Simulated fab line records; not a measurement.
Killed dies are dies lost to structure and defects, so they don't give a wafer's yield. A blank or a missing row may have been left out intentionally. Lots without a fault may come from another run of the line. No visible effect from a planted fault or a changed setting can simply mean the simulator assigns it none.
Comparing a struck lot with a sound one / flow nand harc / 42 steps out of a route of 1302
Sound: wafers L142.3, L142.4, L142.6. Wafers struck: L156.1, L156.3, L156.6. Last of all comes the cause.
Per side, at each step with rows, come the tool, then ch with its chambers, and then its first start. Under that, the readings that differ: sound wafers / struck wafers / difference of the means / sigmas: that difference in standard deviations of wafers without a fault.
alike: same words and numbers on both sides, and readings whose means sit less than 2 such deviations apart. not compared: any withheld reading, any reading some wafer has no value for, any bound like >300 that may hide the same value, and any number with overlapping values for which the record gives no deviation.
The two part at a step that has a row with sigmas, a row that says differs or no value, or rows on one side only. Numbers that have no deviation but don't overlap get no sigmas and don't part them. Lack of a reading on every wafer of one side parts them only where that side has two or more wafers.

first, 4 steps without rows for these wafers: NHARC_THIN_TSV_EBR_08; NHARC_THIN_TSV_EXPOSE_09 (exposes mask TSV); NHARC_THIN_TSV_PEB_10 (peb time 85 s); NHARC_THIN_TSV_DEVELOP_11 (time 70 s).
NHARC_THIN_TSV_CD_MEAS_12 targets a cd of 1000 nm.
  sound on cd sem-01 ch 0, day 26 11:50; struck on cd sem-03 ch 0, day 31 13:38
  alike: cd nm
then, 4 steps without rows for these wafers: NHARC_THIN_TSV_HARDBAKE_13 (time 80 s); NHARC_THIN_TSV_DESCUM_14 (chemistry O2, time 3 s); NHARC_THIN_TSV_ETCH_44 (etches the open film in CF4/O2, target depth 1594.2 nm, time 797.1 s); NHARC_THIN_TSV_ETCH_15 (target depth 3000 nm, bosch target overetch cycles 2, bosch etch step 2.8 s).
NHARC_THIN_TSV_CD_MEAS_16:
  struck on cd sem-01, day 31 14:35; sound on cd sem-01, day 26 12:47
  alike: cd nm
then, 2 steps without rows for these wafers: NHARC_THIN_TSV_STRIP_45 (strips in O2); NHARC_THIN_TSV_STRIP_46 (strips in post etch residue remover, time 1200 s).
NHARC_THIN_TSV_DEP_47: deposits SiO2, target thk 200 nm.
  sound on pecvd-02 ch 1,2, day 26 13:40; struck on pecvd-02 ch 1,2, day 31 15:28
  alike: throttle valve pct
  not compared: since wet clean h
then, 1 step without rows for these wafers: NHARC_THIN_TSV_ETCHBACK_48 (etches the open film in C4F8/Ar, target depth 1028.5 nm, time 405.17 s).
NHARC_THIN_TSV_STRIP_62: strips in N2/H2, time 20 s.
  sound on plasma asher-01 ch 0,1, day 26 14:32; struck on plasma asher-01 ch 0, day 31 16:15
  alike: drypump motor current A, heater power w
  not compared: rf hours counter h
then, 1 step without rows for these wafers: NHARC_THIN_TSV_DEGAS_49 (time 120 s).
NHARC_THIN_TSV_PRE_CLEAN_50: time 30 s.
  sound on pvd sputter-01; struck on pvd sputter-02
  alike: heater power w
NHARC_THIN_TSV_PVD_19: deposits TaN, target thk 20 nm.
  sound on pvd sputter-01; struck on pvd sputter-02
  alike: throttle valve pct
then, 6 steps without rows for these wafers: NHARC_THIN_TSV_PVD_51 (deposits Cu, target thk 100 nm); NHARC_THIN_TSV_ECD_20 (material Cu, target thk 2000 nm); NHARC_THIN_TSV_ANNEAL_52 (time 90 s); NHARC_THIN_TSV_CMP_21 (polishes, t overpolish 30 s, target thk 2000 nm); NHARC_THIN_TSV_SRD_23; NHARC_THIN_TSV_DEGAS_53 (time 60 s).
NHARC_THIN_TSV_PRE_CLEAN_54: time 30 s.
  struck on pvd sputter-01, day 31 18:29; sound on pvd sputter-03, day 26 16:44
  alike: heater power w
then, 10 steps without rows for these wafers: NHARC_THIN_TSV_PVD_55 (deposits TiN, target thk 50 nm); NHARC_THIN_TSV_PVD_24 (deposits Al, target thk 800 nm); NHARC_THIN_TSV_DEHYDRATE_25 (time 120 s); NHARC_THIN_TSV_HMDS_26 (time 30 s); NHARC_THIN_TSV_COAT_27; NHARC_THIN_TSV_SOFTBAKE_28 (time 95 s); NHARC_THIN_TSV_EBR_29; NHARC_THIN_TSV_EXPOSE_30 (exposes mask PAD); NHARC_THIN_TSV_PEB_31 (peb time 85 s); NHARC_THIN_TSV_DEVELOP_32 (time 70 s).
NHARC_THIN_TSV_CD_MEAS_33 targets a cd of 5000 nm.
  sound on cd sem-01 ch 0, day 26 17:49; struck on cd sem-03 ch 0, day 31 19:33
  alike: cd nm
then, 2 steps without rows for these wafers: NHARC_THIN_TSV_HARDBAKE_34 (time 80 s); NHARC_THIN_TSV_DESCUM_35 (chemistry O2, time 3 s).
NHARC_THIN_TSV_ETCH_59: etches the open film in Cl2/BCl3, target depth 880 nm, time 138.1 s.
  sound on rie metal-03 ch 0,1, day 26 18:11; struck on rie metal-03 ch 0,1, day 31 19:51
  alike: drypump motor current A, oes product au, throttle valve pct
  not compared: rf hours counter h
then, 2 steps without rows for these wafers: NHARC_THIN_TSV_ETCH_36 (etches the open film in Cl2/BCl3, target depth 65 nm, time 18.571 s); NHARC_THIN_TSV_STRIP_56 (strips in O2).
NHARC_END_SORT_01:
  only the struck wafers appear in the record here, on prober-02 ch 0 at day 32 04:38; the sound ones have no rows

WHERE THEY PART
Only at NHARC_END_SORT_01, within this record.

WHY: the cause the simulator had injected
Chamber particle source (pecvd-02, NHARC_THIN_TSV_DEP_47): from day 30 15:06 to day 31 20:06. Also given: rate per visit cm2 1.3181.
